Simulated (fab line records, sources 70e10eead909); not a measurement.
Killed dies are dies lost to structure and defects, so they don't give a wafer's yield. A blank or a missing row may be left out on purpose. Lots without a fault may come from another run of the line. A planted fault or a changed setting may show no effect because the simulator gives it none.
Which tool did it? | flow nand_harc | 24 lots, 72 wafers sampled, at 1 step of a route of 1302

WHAT THE GAUGES READ, wafer by wafer
NHARC_A_CHANNEL_FILL_D2_INSPECT_13.
lot  | measured     | on                | raw_defect_count
L074 | day 15 11:55 | defect_inspect-01 | 411 350 258
L075 | day 16 12:56 | defect_inspect-01 | 524 460 299
L076 | day 16 17:30 | defect_inspect-02 | 466 251 265
L077 | day 16 21:48 | defect_inspect-02 | 441 501 277
L079 | day 17 09:07 | defect_inspect-02 | 362 360 349
L078 | day 17 09:08 | defect_inspect-01 | 200 222 314
L080 | day 17 15:53 | defect_inspect-02 | 490 513 335
L081 | day 18 12:02 | defect_inspect-01 | 302 338 395
L082 | day 18 12:03 | defect_inspect-02 | 258 328 280
L084 | day 19 19:37 | defect_inspect-01 | 236 375 235
L083 | day 19 19:45 | defect_inspect-02 | 346 373 343
L085 | day 20 00:29 | defect_inspect-02 | 457 341 283
L086 | day 20 14:09 | defect_inspect-02 | 305 168 379
L087 | day 20 23:35 | defect_inspect-02 | 360 329 338
L088 | day 21 15:00 | defect_inspect-01 | 526 359 537
L089 | day 21 15:00 | defect_inspect-02 | 233 375 314
L091 | day 22 02:50 | defect_inspect-01 | 231 227 259
L090 | day 22 02:58 | defect_inspect-01 | 461 370 489
L092 | day 23 04:52 | defect_inspect-02 | 472 556 340
L093 | day 23 10:57 | defect_inspect-02 | 423 571 590
L094 | day 23 10:58 | defect_inspect-01 | 373 470 406
L095 | day 24 07:07 | defect_inspect-01 | 443 397 322
L096 | day 24 20:36 | defect_inspect-01 | 544 422 627
L097 | day 24 20:37 | defect_inspect-02 | 453 390 406

WHICH TOOL RAN EACH LOT (tool, then ch and the chambers of the sampled wafers, then the start)
The record holds no process step before these readings.

WHAT THE TOOLS THEMSELVES READ (means of the sampled wafers that have a number; where no wafer has one, the mark that the record gives instead)
The record holds no such reading with a usual standard deviation.

THE ANSWER, worked out from the rows above alone
Rule: what is usual is taken from the lots themselves. Put in order of their means at a reading, lots are off if they are a third of the lots or fewer, leave a main group of 4 or more, and stand apart from it by a gap of 3 or more times the standard deviation of the main group's means; of several such gaps the widest counts. A main group whose means are all the same, to the digits that the tables above print for the reading, isn't used. A lot without any number at a reading at which 4 lots or more have one is off too. The other lots that the step has rows for count as sound. The gauges are gone through in route order, then the tools' own readings, and for those a lot's mean is taken as printed above. The first step at which some lot is off is used, and at that step the reading that is off furthest; a lot without a number counts as furthest.
No lot is off at any reading shown: from this, nothing can be told.

WHAT THE SIMULATOR HAD PUT IN
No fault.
